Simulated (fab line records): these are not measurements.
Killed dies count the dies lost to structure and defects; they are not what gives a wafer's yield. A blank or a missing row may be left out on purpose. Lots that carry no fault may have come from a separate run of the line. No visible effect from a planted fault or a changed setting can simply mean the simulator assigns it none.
Which tool was responsible? + flow nand-harc + 13 lots with 39 wafers sampled at 5 steps, on a route of 1159 steps

== WHAT EACH GAUGE READ, for each wafer ==
NHARC_THIN_TSV_THK_MEAS_02: measures by ir.
| lot  | measured     | on            | thk-nm (nm)    |
|------|--------------|---------------|----------------|
| L246 | day 18 18:46 | film-metro-02 | 2858 2472 2777 |
| L245 | day 18 17:35 | film-metro-02 | 2976 3352 3333 |
| L248 | day 18 22:25 | film-metro-02 | 3243 3191 3030 |
| L251 | day 20 00:13 | film-metro-02 | 3044 3269 3059 |
| L250 | day 20 02:07 | film-metro-02 | 2900 3017 2987 |
| L249 | day 19 22:55 | film-metro-02 | 3176 3130 2760 |
| L253 | day 20 10:35 | film-metro-02 | 2579 2769 2783 |
| L252 | day 20 17:11 | film-metro-02 | 2617 2585 2821 |
| L254 | day 20 18:24 | film-metro-01 | 2919 2899 3035 |
| L255 | day 21 10:34 | film-metro-01 | 3030 3311 3006 |
| L256 | day 21 16:29 | film-metro-01 | 2750 3050 2712 |
| L259 | day 22 11:27 | film-metro-02 | 2986 3074 3072 |
| L260 | day 22 02:46 | film-metro-01 | 2985 3042 3054 |

NHARC_END_SORT_01.
| lot  | measured     | on        | killed-at-array | killed-at-other | killed-at-periphery | killed-dies | killed-open | killed-short |
|------|--------------|-----------|-----------------|-----------------|---------------------|-------------|-------------|--------------|
| L256 | day 22 08:41 | prober-02 | 107 111 112     | 0 1 0           | 3 1 4               | 110 113 116 | 4 7 4       | 0 1 3        |
| L260 | day 22 23:41 | prober-02 | 106 116 114     | 0 0 0           | 6 10 7              | 112 126 121 | 2 0 2       | 1 1 3        |

== WHAT TOOL EACH LOT RAN ON (gives the tool, then ch and the chambers of the sampled wafers, and finally the start) ==
| lot  | NHARC_A_STAIRCASE_HM_DEP_456  | NHARC_A_BONDPAD_CMP_19        | NHARC_THIN_TSV_DESCUM_35           |
|------|-------------------------------|-------------------------------|------------------------------------|
| L246 | acl-dep-03 ch 0, day 11 11:00 | cmp-02 ch 0,1, day 18 05:41   | rie-diel-06 ch 1,2, day 19 06:42   |
| L245 | acl-dep-03 ch 0, day 11 14:40 | cmp-02 ch 1,2, day 18 05:59   | rie-diel-08 ch 1,2, day 19 06:32   |
| L248 | acl-dep-01 ch 0, day 12 00:14 | cmp-04 ch 1,2,3, day 18 09:10 | rie-diel-08 ch 0,1,2, day 19 07:19 |
| L251 | acl-dep-02 ch 0, day 13 05:42 | cmp-02 ch 0,2,3, day 19 11:53 | rie-diel-08 ch 1,2,3, day 20 08:51 |
| L250 | acl-dep-03 ch 0, day 13 06:38 | cmp-04 ch 0,3, day 19 11:55   | rie-diel-06 ch 1,2,3, day 20 10:08 |
| L249 | acl-dep-02 ch 0, day 13 06:55 | cmp-03 ch 0,1,2, day 19 10:56 | rie-diel-06 ch 0,1,3, day 20 07:22 |
| L253 | acl-dep-02 ch 0, day 13 19:31 | cmp-04 ch 0,2,3, day 19 22:27 | rie-diel-08 ch 1,2,3, day 20 17:40 |
| L252 | acl-dep-01 ch 0, day 13 20:46 | cmp-02 ch 1,3, day 20 04:23   | rie-diel-09 ch 0,2,3, day 21 00:22 |
| L254 | acl-dep-02 ch 0, day 13 21:04 | cmp-03 ch 1,2,3, day 20 04:02 | rie-diel-06 ch 1,3, day 21 01:40   |
| L255 | acl-dep-01 ch 0, day 14 07:19 | cmp-02 ch 0,2,3, day 20 21:58 | rie-diel-08 ch 2,3, day 21 17:35   |
| L256 | acl-dep-01 ch 0, day 14 20:49 | cmp-04 ch 1,2, day 21 04:30   | rie-diel-06 ch 0,2,3, day 21 23:41 |
| L259 | acl-dep-02 ch 0, day 15 06:22 | cmp-03 ch 1,3, day 21 21:29   | rie-diel-06 ch 1,2,3, day 22 18:47 |
| L260 | acl-dep-01 ch 0, day 15 06:56 | cmp-03 ch 2,3, day 21 14:50   | rie-diel-08 ch 2,3, day 22 09:55   |
- NHARC_A_STAIRCASE_HM_DEP_456: deposits aC, target thk 1500 nm.
- NHARC_A_BONDPAD_CMP_19: polishes, t overpolish 30 s, cu recess touch 16 s, target thk 169.8 nm.
- NHARC_THIN_TSV_DESCUM_35: chemistry O2, time 3 s.

== AS READ BY THE TOOLS THEMSELVES (means over the sampled wafers that have a number; for cases with no such wafer, the mark the record gives instead) ==
NHARC_A_STAIRCASE_HM_DEP_456.
| lot  | tool       | throttle-valve-pct (%) |
|------|------------|------------------------|
| L246 | acl-dep-03 | 35.002                 |
| L245 | acl-dep-03 | 35.003                 |
| L248 | acl-dep-01 | 34.994                 |
| L251 | acl-dep-02 | 35.012                 |
| L250 | acl-dep-03 | 35.003                 |
| L249 | acl-dep-02 | 34.998                 |
| L253 | acl-dep-02 | 34.996                 |
| L252 | acl-dep-01 | 34.995                 |
| L254 | acl-dep-02 | 34.996                 |
| L255 | acl-dep-01 | 35.001                 |
| L256 | acl-dep-01 | 35.008                 |
| L259 | acl-dep-02 | 35.006                 |
| L260 | acl-dep-01 | 34.990                 |

NHARC_A_BONDPAD_CMP_19.
| lot  | tool   | motor-current-A (A) | overpolish-run-s (s) |
|------|--------|---------------------|----------------------|
| L246 | cmp-02 | 14.0                | 30.014               |
| L245 | cmp-02 | 13.4                | 29.998               |
| L248 | cmp-04 | 13.2                | 29.994               |
| L251 | cmp-02 | 12.2                | 29.988               |
| L250 | cmp-04 | 11.5                | 30.000               |
| L249 | cmp-03 | 11.9                | 29.991               |
| L253 | cmp-04 | 12.6                | 29.998               |
| L252 | cmp-02 | 12.4                | 30.003               |
| L254 | cmp-03 | 12.9                | 30.006               |
| L255 | cmp-02 | 11.9                | 30.000               |
| L256 | cmp-04 | 14.2                | 30.000               |
| L259 | cmp-03 | 14.4                | 30.001               |
| L260 | cmp-03 | 12.3                | 30.001               |

NHARC_THIN_TSV_DESCUM_35.
| lot  | tool        | chamber-pressure-mTorr (mTorr) | drypump-motor-current-A (A) | mfc-ar-sccm (sccm) | oes-product-au (a.u.) | rf-vpp-V (V) | showerhead-plenum-p-Torr (Torr) | throttle-valve-pct (%) |
|------|-------------|--------------------------------|-----------------------------|--------------------|-----------------------|--------------|---------------------------------|------------------------|
| L246 | rie-diel-06 | 59.97                          | 4.8                         | 0.014              | 0.996                 | 57.8         | 1.95                            | 11.319                 |
| L245 | rie-diel-08 | 59.99                          | 5.7                         | 0.000              | 0.995                 | 58.2         | 1.86                            | 11.313                 |
| L248 | rie-diel-08 | 60.04                          | 5.4                         | 0.000              | 0.996                 | 57.6         | 1.85                            | 11.319                 |
| L251 | rie-diel-08 | 59.98                          | 5.5                         | 0.012              | 0.998                 | 57.2         | 1.86                            | 11.305                 |
| L250 | rie-diel-06 | 60.02                          | 5.5                         | 0.007              | 0.999                 | 57.5         | 1.96                            | 11.315                 |
| L249 | rie-diel-06 | 60.03                          | 6.0                         | 0.013              | 1.002                 | 58.4         | 1.93                            | 11.316                 |
| L253 | rie-diel-08 | 60.03                          | 5.5                         | 0.012              | 1.007                 | 56.6         | 1.86                            | 11.313                 |
| L252 | rie-diel-09 | 60.03                          | 5.7                         | 0.007              | 1.000                 | 57.1         | 1.91                            | 11.312                 |
| L254 | rie-diel-06 | 60.03                          | 6.1                         | 0.000              | 0.994                 | 57.9         | 1.96                            | 11.308                 |
| L255 | rie-diel-08 | 59.98                          | 5.2                         | 0.024              | 1.001                 | 58.1         | 1.86                            | 11.312                 |
| L256 | rie-diel-06 | 59.99                          | 5.9                         | 0.020              | 1.002                 | 57.1         | 1.96                            | 11.311                 |
| L259 | rie-diel-06 | 59.99                          | 5.4                         | 0.007              | 0.991                 | 57.6         | 1.96                            | 11.320                 |
| L260 | rie-diel-08 | 59.98                          | 5.3                         | 0.024              | 0.993                 | 57.5         | 1.86                            | 11.306                 |

== THE ANSWER, worked out from the rows above alone ==
Rule: the lots themselves supply what counts as usual. Put in order of their means at a reading, lots are off if they are a third of the lots or fewer, leave a main group of 4 or more, and stand apart from it by a gap of 3 or more times the standard deviation of the main group's means; of several such gaps the widest counts. Not used: any main group whose means are identical at the precision the tables above print for the reading. Also off: a lot with no number at a reading for which 4 or more lots have one. Where the step has rows for the other lots, those lots are counted as sound. After the gauges, taken in route order, come the tools' own readings; for these a lot's mean is taken, as printed above. At the first step where some lot is off, the reading lying furthest off is the one used; lots without a number count as furthest.
No lot is off on any of the readings shown, so nothing can be concluded from this.

== WHAT THE SIMULATOR HAD INSERTED ==
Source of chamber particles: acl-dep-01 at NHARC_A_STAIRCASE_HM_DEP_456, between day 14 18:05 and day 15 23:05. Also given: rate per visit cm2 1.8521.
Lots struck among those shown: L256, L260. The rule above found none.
